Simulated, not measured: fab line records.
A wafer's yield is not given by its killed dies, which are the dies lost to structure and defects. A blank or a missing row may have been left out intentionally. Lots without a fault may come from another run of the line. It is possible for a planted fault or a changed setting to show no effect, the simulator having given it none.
Chamber matching	flow n5Finfet	rieDiel-02 running N5_SDB_STRIP_21: 4 sister chambers
The step strips in CF4. 4 wafers are shown with their chamber, then 12 later ones without.

EACH WAFER AND ITS CHAMBER
wafer	chamber	drypumpMotorCurrentA (A)
L091.1	3	5.9
L093.1	1	4.8
L093.2	0	5.5
L093.3	2	5.6

WAFERS WHOSE CHAMBER IS MISSING
wafer	drypumpMotorCurrentA (A)
L093.4	5.9
L093.5	5.9
L093.6	5.7
L094.1	5.6
L094.4	4.8
L094.5	5.6
L097.1	5.6
L097.2	4.8
L097.3	5.9
L097.4	5.5
L097.5	5.6
L097.6	5.8

THE CHAMBER EACH PASSED THROUGH
wafer	from the rows above	in truth
L093.4	3	3
L093.5	3	3
L093.6	2	2
L094.1	2	2
L094.4	1	1
L094.5	2	2
L097.1	2	2
L097.2	1	1
L097.3	3	3
L097.4	0	0
L097.5	2	2
L097.6	3	3
12 of 12 placed correctly. Not placeable from these rows: 0. Wrongly placed: 0.
How it was worked out, from the rows above alone: a wafer's distance from a chamber is the root of the sum, over the readings, of the square of ((its reading less the chamber's mean) divided by the reading's scatter). If the next closest chamber is less than 2 further off than the closest, the wafer can't be placed; otherwise it belongs to the closest. Each chamber's mean is taken over the wafers shown for it. The scatter: with one shown wafer a chamber, the root of the mean of the squares of how far each hidden wafer lies from its nearest shown one.
